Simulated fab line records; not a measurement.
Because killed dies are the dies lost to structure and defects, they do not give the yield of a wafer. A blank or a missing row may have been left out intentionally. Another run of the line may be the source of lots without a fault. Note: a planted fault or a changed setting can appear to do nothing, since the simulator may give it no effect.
Which tool was responsible?	flow nand_harc	12 lots, 35 wafers sampled, at 5 steps of a route of 1302

== WHAT THE GAUGES READ, wafer by wafer ==
NHARC_END_SORT_01. Usual: killed_at_array 51, standard deviation 17; killed_at_other 1.6, standard deviation 2.1; killed_at_periphery 4, standard deviation 3.2; killed_dies 57, standard deviation 18; killed_open 2.9, standard deviation 1.7; killed_short 2.3, standard deviation 1.3.
lot	measured	on	killed_at_array	killed_at_other	killed_at_periphery	killed_dies	killed_open	killed_short	flag
L979	day 30 12:23	prober-01	21 406 396	1 0 2	5 4 8	27 410 406	2 2 2	5 2 3	OFF
L981	day 30 20:04	prober-02	62 69 360	5 3 1	0 1 0	67 73 361	3 2 1	1 1 3	OFF
L980	day 31 07:17	prober-01	52 375	1 0	1 1	54 376	2 3	2 1	OFF

== EACH LOT AND THE TOOL THAT RAN IT (in order: tool; ch and the chambers of the sampled wafers; start) ==
lot	NHARC_A_CONTACT_DEP_29	NHARC_THIN_TSV_ETCH_44	NHARC_THIN_TSV_DESCUM_35	NHARC_THIN_TSV_ETCH_59
L965	pecvd-04 ch 0,1, day 21 13:00	rie_diel-01 ch 0,1,2, day 24 00:45	rie_diel-02 ch 0,1, day 24 06:33	rie_metal-02 ch 0,1, day 24 06:43
L968	pecvd-02 ch 1,2, day 22 04:29	rie_diel-01 ch 1,2,3, day 24 16:29	rie_diel-01 ch 0,2,3, day 24 22:16	rie_metal-01 ch 0,1, day 24 22:22
L967	pecvd-02 ch 0,1, day 22 15:02	rie_diel-01 ch 0,3, day 24 21:29	rie_diel-07 ch 2,3, day 25 03:23	rie_metal-03 ch 0,1, day 25 03:29
L971	pecvd-04 ch 0,1,2, day 24 03:04	rie_diel-01 ch 1,3, day 26 12:46	rie_diel-01 ch 1,3, day 26 18:22	rie_metal-03 ch 0,1, day 26 18:29
L973	pecvd-01 ch 0,1, day 24 12:31	rie_diel-07 ch 2,3, day 26 23:16	rie_diel-01 ch 2,3, day 27 05:05	rie_metal-01 ch 0,1, day 27 05:14
L972	pecvd-01 ch 0,1, day 24 16:49	rie_diel-01 ch 0,2,3, day 26 22:11	rie_diel-07 ch 0,2, day 27 03:46	rie_metal-03 ch 0,1, day 27 03:59
L976	pecvd-04 ch 1,2, day 25 23:55	rie_diel-07 ch 1,2,3, day 28 10:02	rie_diel-07 ch 0,1,2, day 28 15:43	rie_metal-03 ch 0,1, day 28 15:53
L977	pecvd-02 ch 1,2, day 26 05:58	rie_diel-07 ch 0,1,2, day 28 14:41	rie_diel-07 ch 0,1, day 28 20:25	rie_metal-01 ch 0,1, day 28 20:32
L978	pecvd-02 ch 0,1,2, day 27 02:28	rie_diel-01 ch 0,2,3, day 29 11:03	rie_diel-07 ch 2,3, day 29 16:44	rie_metal-01 ch 0,1, day 29 16:53
L979	pecvd-02 ch 0,1,2, day 27 12:08	rie_diel-07 ch 0, day 29 19:22	rie_diel-02 ch 3, day 30 01:01	rie_metal-02 ch 0, day 30 01:11
L981	pecvd-02 ch 1,2, day 27 18:11	rie_diel-01 ch 0,1,2, day 30 04:34	rie_diel-07 ch 2,3, day 30 10:18	rie_metal-03 ch 0, day 30 10:28
L980	pecvd-02 ch 0,2, day 28 01:59	rie_diel-01 ch 3, day 30 14:22	rie_diel-01 ch 1,3, day 30 20:01	rie_metal-02 ch 1, day 30 20:14
- NHARC_A_CONTACT_DEP_29: deposits SiON, target thk 100 nm.
- NHARC_THIN_TSV_ETCH_44: etches the open film in CF4/O2, target depth 1594.2 nm, time 797.1 s.
- NHARC_THIN_TSV_DESCUM_35: chemistry O2, time 3 s.
- NHARC_THIN_TSV_ETCH_59: etches the open film in Cl2/BCl3, target depth 880 nm, time 138.1 s.

== WHAT THE TOOLS THEMSELVES READ (means of the sampled wafers that have a number; where no wafer has one, the mark that the record gives instead) ==
NHARC_A_CONTACT_DEP_29. Usual: heater_power_w at 778 W, with a standard deviation of 120.
lot	tool	heater_power_w (W)	flag
L965	pecvd-04	635	
L968	pecvd-02	827	
L967	pecvd-02	850	
L971	pecvd-04	700	
L973	pecvd-01	904	
L972	pecvd-01	911	
L976	pecvd-04	613	
L977	pecvd-02	851	
L978	pecvd-02	778	
L979	pecvd-02	818	
L981	pecvd-02	775	
L980	pecvd-02	822	

NHARC_THIN_TSV_ETCH_44. Usual: drypump_motor_current_A 5.8 A, standard deviation 0.54; oes_product_au 1.001 a.u., standard deviation 0.0086; rf_vpp_V 796 V, standard deviation 3.3; showerhead_plenum_p_Torr 1.86 Torr, standard deviation 0.052; throttle_valve_pct 16.914 %, standard deviation 0.009.
lot	tool	drypump_motor_current_A (A)	oes_product_au (a.u.)	rf_vpp_V (V)	showerhead_plenum_p_Torr (Torr)	throttle_valve_pct (%)	flag
L965	rie_diel-01	6.0	1.003	793	1.83	16.913	
L968	rie_diel-01	5.9	0.999	796	1.85	16.910	
L967	rie_diel-01	5.5	1.016	794	1.84	16.914	
L971	rie_diel-01	6.1	1.009	797	1.86	16.908	
L973	rie_diel-07	5.8	0.994	798	1.88	16.915	
L972	rie_diel-01	5.6	0.992	795	1.84	16.912	
L976	rie_diel-07	6.1	1.004	795	1.84	16.910	
L977	rie_diel-07	5.5	1.002	796	1.86	16.923	
L978	rie_diel-01	5.6	1.005	794	1.84	16.920	
L979	rie_diel-07	4.6	1.003	802	1.96	16.927	
L981	rie_diel-01	6.0	1.004	795	1.83	16.919	
L980	rie_diel-01	5.3	0.996	798	1.89	16.917	

NHARC_THIN_TSV_DESCUM_35. Usual: drypump_motor_current_A 5.8 A, standard deviation 0.58; oes_product_au 1.001 a.u., standard deviation 0.0072; rf_vpp_V 57.9 V, standard deviation 0.85; showerhead_plenum_p_Torr 1.94 Torr, standard deviation 0.068; throttle_valve_pct 11.312 %, standard deviation 0.0089.
lot	tool	drypump_motor_current_A (A)	oes_product_au (a.u.)	rf_vpp_V (V)	showerhead_plenum_p_Torr (Torr)	throttle_valve_pct (%)	flag
L965	rie_diel-02	5.6	0.999	58.1	1.96	11.313	
L968	rie_diel-01	5.6	1.008	57.6	1.92	11.317	
L967	rie_diel-07	5.8	0.989	57.9	1.97	11.326	
L971	rie_diel-01	5.8	0.995	57.1	1.96	11.308	
L973	rie_diel-01	5.7	0.999	59.0	1.93	11.306	
L972	rie_diel-07	4.9	1.001	59.0	2.02	11.311	
L976	rie_diel-07	5.5	1.001	57.6	1.94	11.319	
L977	rie_diel-07	5.2	0.998	58.6	1.97	11.313	
L978	rie_diel-07	6.1	1.008	58.0	1.97	11.305	
L979	rie_diel-02	5.8	0.990	57.0	2.01	11.308	
L981	rie_diel-07	5.8	1.008	58.3	1.97	11.313	
L980	rie_diel-01	6.0	1.002	58.8	1.96	11.320	

NHARC_THIN_TSV_ETCH_59. Usual: bcl3_flow_sccm 30.00 sccm, standard deviation 0.08; drypump_motor_current_A 5.9 A, standard deviation 0.49; oes_product_au 0.999 a.u., standard deviation 0.0082; throttle_valve_pct 22.265 %, standard deviation 0.0091.
lot	tool	bcl3_flow_sccm (sccm)	drypump_motor_current_A (A)	oes_product_au (a.u.)	throttle_valve_pct (%)	flag
L965	rie_metal-02	30.01	6.2	0.996	22.265	
L968	rie_metal-01	30.01	5.5	0.997	22.257	
L967	rie_metal-03	30.04	6.2	0.998	22.258	
L971	rie_metal-03	29.97	6.1	0.992	22.269	
L973	rie_metal-01	30.06	5.5	1.001	22.269	
L972	rie_metal-03	29.98	6.2	0.989	22.258	
L976	rie_metal-03	30.00	6.0	0.989	22.265	
L977	rie_metal-01	29.98	5.2	1.007	22.268	
L978	rie_metal-01	30.10	5.1	1.006	22.274	
L979	rie_metal-02	30.03	5.7	1.009	22.266	
L981	rie_metal-03	29.99	6.2	1.002	22.263	
L980	rie_metal-02	29.90	6.5	0.997	22.269	

== THE ANSWER, worked out from the rows above alone ==
Rule: take the mean of a lot's wafers that have a number; if it is more than 3 standard deviations from the usual mean, the lot is off. A lot without any number at a reading at which 4 lots or more have one is off too. Any other lot the step has rows for is counted as sound. After the gauges, taken in route order, come the tools' own readings; for these a lot's mean is taken, as printed above. At the first step where some lot is off, the reading lying furthest off is the one used; lots without a number count as furthest.
Off: L979, L981, L980 (NHARC_END_SORT_01, killed_at_array). Neither off nor sound, because the step has no rows for them: L965, L968, L967, L971, L973, L972, L976, L977, L978.
A tool fits if, at a process step before that reading, it ran every lot that is off, and no sound lot after the first of them. Gauges at NHARC_END_SORT_01: tried the same way as those tools. One fits: NHARC_A_CONTACT_DEP_29 on pecvd-02. It ran no sound lot before its first lot that is off in this sample, so the start can't be narrowed down.

== WHAT THE SIMULATOR HAD PUT IN ==
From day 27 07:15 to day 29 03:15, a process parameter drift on pecvd-02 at NHARC_A_CONTACT_DEP_29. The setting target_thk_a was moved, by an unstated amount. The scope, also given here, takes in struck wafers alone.
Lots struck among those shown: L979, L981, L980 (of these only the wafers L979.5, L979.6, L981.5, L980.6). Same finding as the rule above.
